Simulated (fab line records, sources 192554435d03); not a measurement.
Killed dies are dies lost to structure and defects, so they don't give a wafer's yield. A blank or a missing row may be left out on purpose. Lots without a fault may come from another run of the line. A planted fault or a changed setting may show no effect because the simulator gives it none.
A struck lot beside a sound one | flow n5_finfet | 40 steps out of a route of 1938
Sound: wafers L485.3, L485.4, L485.5. Struck: wafers L498.1, L498.2, L498.4. The cause comes at the end.
At each step with rows: each side's tool, then ch and its chambers, then its first start. Under that, the readings that differ: sound wafers | struck wafers | difference of the means | sigmas: that difference in standard deviations of wafers without a fault.
alike: readings whose means differ by less than 2 such deviations, and words and numbers that are the same on both sides. not compared: withheld readings, readings that some wafer has no value for, bounds like >300 that may hide the same value, and numbers for which the record gives no deviation and whose values overlap.
The two part at a step that has a row with sigmas, a row that says differs or no value, or rows on one side only. Numbers that don't overlap but have no deviation are shown without sigmas and don't part them. A reading that every wafer of one side lacks parts them only if that side has two wafers or more.

first, 10 steps without rows for these wafers: N5_DUMMY_GATE_STRIP_40 (strips in CF4); N5_DUMMY_GATE_ETCH_31 (etches SiO2 in C4F6/O2, target depth 82.5 nm, time 27.5 s); N5_DUMMY_GATE_STRIP_41 (strips in O2); N5_DUMMY_GATE_HM_OPEN_21 (chemistry CH3F/O2, target SiNx, target depth 120 nm, time 171.4 s); N5_DUMMY_GATE_ETCH_32 (etches SiO2 in CF4, target depth 3.5 nm, time 3.9 s); N5_DUMMY_GATE_ETCH_23 (etches poly-Si in HBr/Cl2/O2, target depth 41 nm, time 22.3 s); N5_DUMMY_GATE_ETCH_44 (etches poly-Si in HBr/O2, stops on SiO2, target depth 127.5 nm); N5_DUMMY_GATE_ETCH_42 (etches SiO2 in CHF3/O2, target depth 3.5 nm, time 31 s); N5_DUMMY_GATE_STRIP_48 (strips in N2/H2, time 20 s); N5_DUMMY_GATE_PRECLEAN_33 (cleans in dHF, time 10 s).
N5_DUMMY_GATE_PRECLEAN_25: cleans in O3/DIW, time 45 s.
  sound on wet_bench-02 ch 0,2,3, day 5 00:20; struck on wet_bench-02 ch 2,4,7, day 8 07:11
then, 3 steps without rows for these wafers: N5_DUMMY_GATE_PRECLEAN_51 (cleans in SC2, time 45 s); N5_DUMMY_GATE_SRD_26 (time 30 s); N5_DUMMY_GATE_UV_OZONE_45 (time 120 s).
N5_DUMMY_GATE_INSPECT_27: inspects for defects (brightfield).
  sound on defect_inspect-01, day 5 00:26; struck on defect_inspect-01, day 8 07:17
  reading          | sound       | struck         | difference | sigmas
  raw_defect_count | 364 316 228 | 1704 1902 1632 | +1443      | +21
then, 3 steps without rows for these wafers: N5_SPACER0_ALD_07 (deposits SiNx, target thk 2 nm); N5_SPACER0_ALD_00 (deposits SiOCN, target thk 3.5 nm, pulse time 3 s, purge time 2 s); N5_SPACER0_ALD_08 (deposits SiNx, target thk 2 nm).
N5_SPACER0_INSPECT_04: inspects for defects (darkfield).
  sound on defect_inspect-01, day 5 01:02; struck on defect_inspect-02, day 8 07:54
  reading          | sound       | struck         | difference | sigmas
  raw_defect_count | 140 162 108 | 1513 1635 1503 | +1414      | +40
then, 8 steps without rows for these wafers: N5_SD_EPI_N_COAT_32 (time 60 s, resist thk 350 nm); N5_SD_EPI_N_COAT_33 (time 60 s, resist thk 35 nm); N5_SD_EPI_N_COAT_03 (resist thk 150 nm); N5_SD_EPI_N_EBR_05; N5_SD_EPI_N_SOFTBAKE_04 (time 60 s); N5_SD_EPI_N_EXPOSE_06 (exposes mask SD N BLK, target cd 120 nm); N5_SD_EPI_N_PEB_07 (peb time 60 s); N5_SD_EPI_N_DEVELOP_08 (develop time 30 s).
N5_SD_EPI_N_INSPECT_11: inspects for defects (macro).
  sound on defect_inspect-02, day 5 01:31; struck on defect_inspect-01, day 8 08:21
  reading          | sound | struck         | difference | sigmas
  raw_defect_count | 6 1 1 | >300 >300 >300 | differs    |
then, 10 steps without rows for these wafers: N5_SD_EPI_N_DESCUM_14 (chemistry O2, time 7.9 s); N5_SD_EPI_N_ETCH_34 (etches SiARC in CF4, target depth 45.5 nm, time 75.8 s); N5_SD_EPI_N_ETCH_35 (etches SOC in N2/H2, overetch 108 nm, time 486 s); N5_SD_EPI_N_STRIP_36 (strips in N2/H2); N5_SD_EPI_N_ETCHBACK_44 (etches SiNx in CH3F/O2, stops on SiO2, target depth 14.5 nm); N5_SD_EPI_N_ETCH_45 (etches SiOCN in CH3F/O2, target depth 6 nm); N5_SD_EPI_N_ETCH_16 (etches SiO2 in CHF3/O2, target depth 5 nm); N5_SD_EPI_N_STRIP_47 (strips in CHF3/O2); N5_SD_EPI_N_SD_RECESS_17 (chemistry HBr/Cl2/O2, target depth 41 nm, time 23.7 s, bt time 3 s); N5_SD_EPI_N_STRIP_38 (strips in N2/H2).
N5_SD_EPI_N_INSPECT_26: inspects for defects (darkfield).
  sound on defect_inspect-01, day 5 06:35; struck on defect_inspect-02, day 8 14:29
  reading          | sound       | struck         | difference | sigmas
  raw_defect_count | 247 256 184 | 1594 1709 1571 | +1396      | +32
-- the record jumps here: 10 days lie between the struck wafers' starts before and after (it left off in module SD_EPI_N and takes up again in module PASSIVATION, whose first step shown is number 1936 of the route) --
N5_PASSIVATION_PROBE_49:
  sound on prober-02, day 14 18:27; struck on prober-01, day 18 02:58
  reading             | sound      | struck      | difference | sigmas
  killed_at_front_end | 67 52 37   | 194 145 194 | +126       | +11
  killed_dies         | 131 105 96 | 265 217 251 | +134       | +8
  alike: killed_at_M0_to_M3, killed_at_M4_up, killed_at_contacts, killed_at_other, killed_on_rim, killed_open, killed_short

WHERE THEY PART
First at N5_DUMMY_GATE_INSPECT_27; last, within this record, at N5_PASSIVATION_PROBE_49.

WHY: what the simulator had put in
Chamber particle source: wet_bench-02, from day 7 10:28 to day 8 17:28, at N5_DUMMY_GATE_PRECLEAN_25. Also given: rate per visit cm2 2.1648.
